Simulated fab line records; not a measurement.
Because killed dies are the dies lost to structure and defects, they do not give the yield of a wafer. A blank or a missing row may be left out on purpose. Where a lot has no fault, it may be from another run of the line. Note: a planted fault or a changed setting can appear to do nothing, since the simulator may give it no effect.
Struck lot and sound lot, side by side -- flow n5_finfet -- 13 out of 1938 route steps
Sound: these wafers, L996.2, L996.4, L996.5. Wafers L103.4, L103.5, L103.6 were the ones struck. The cause is given at the end.
Per side, at each step with rows, come the tool, then ch with its chambers, and then its first start. Under that, the readings that differ: sound wafers -- struck wafers -- difference of the means -- sigmas: that difference in standard deviations of wafers without a fault.
alike: a reading whose means differ by less than 2 such deviations, as well as words and numbers matching on both sides. not compared: withheld readings; readings where some wafer has no value; bounds like >300 that might hide an equal value; numbers whose values overlap and for which the record gives no deviation.
A row with sigmas, a row that says differs or no value, or rows on one side alone: a step with any of these is where the two part. Numbers that have no deviation but don't overlap get no sigmas and don't part them. A reading that every wafer of one side lacks parts them only if that side has two wafers or more.

first, 9 steps without rows for these wafers: N5_BEOL_M3_EXPOSE_08 (exposes mask M3); N5_BEOL_M3_PEB_09 (peb time 60 s); N5_BEOL_M3_DEVELOP_10 (develop time 30 s); N5_BEOL_M3_DESCUM_16 (chemistry O2, time 7 s); N5_BEOL_M3_ETCH_74 (etches underlayer in N2/H2, target depth 6.5 nm, time 5.2 s); N5_BEOL_M3_ETCH_63 (etches SiARC in CF4, target depth 15.6 nm, time 26 s); N5_BEOL_M3_ETCH_64 (etches SOC in N2/H2, target depth 75 nm, overetch 15 nm, time 112.5 s); N5_BEOL_M3_STRIP_65 (strips in N2/H2); N5_BEOL_M3_STRIP_75 (strips in N2/H2).
N5_BEOL_M3_STRIP_66: strips in CF4.
  sound on rie_diel-03 ch 2,3, day 14 12:07; struck on rie_diel-01 ch 1,2, day 13 10:30
  no value came back on the struck wafers for any of 9 readings (bias_power_w (W), cf4_flow_sccm (sccm) and others); on the sound wafers bias_power_w (W) reads 74.84 74.91 75.24
reading,sound,struck,difference,sigmas
model.SiARC_of_BEOL_M3_COAT_62.thk_nm (nm),0 0 0,6.8 7 6.8,+6.9,
  not compared: rf_hours_counter_h
N5_BEOL_M3_HM_OPEN_17: chemistry Cl2/BCl3, target TiN, target depth 20 nm, overetch 6 nm.
  sound on rie_metal-03 ch 0,1, day 14 12:10; struck on rie_metal-01 ch 0,1, day 13 10:34
reading,sound,struck,difference,sigmas
model.SiARC_of_BEOL_M3_COAT_62.thk_nm (nm),0 0 0,0.2 0.4 0.4,+0.3,
  alike: bias_w, chamber_pressure_mTorr, drypump_motor_current_A, oes_product_au, throttle_valve_pct
  not compared: rf_hours_counter_h
then, 1 step without rows for these wafers: N5_BEOL_M3_STRIP_19 (strips in O2).
-- the record jumps here: 4 days lie between the struck wafers' starts before and after (it left off in module BEOL_M3 and takes up again in module BEOL_M4, whose first step shown is number 1111 of the route) --
N5_BEOL_M4_RC_MEAS_101:
  sound on prober-02 ch 0, day 17 15:47; struck on prober-01 ch 0, day 17 07:47
  alike: DIBL_N, DIBL_P, IOFF_N, IOFF_P, ION_N, ION_P, SS_N, SS_P, VT_N, VT_P

## WHERE THEY PART
Only at N5_BEOL_M3_STRIP_66, as far as this record shows. Later steps at which nothing parts them and some readings are alike: N5_BEOL_M3_HM_OPEN_17, N5_BEOL_M4_RC_MEAS_101.

WHY: whatever the simulator had introduced
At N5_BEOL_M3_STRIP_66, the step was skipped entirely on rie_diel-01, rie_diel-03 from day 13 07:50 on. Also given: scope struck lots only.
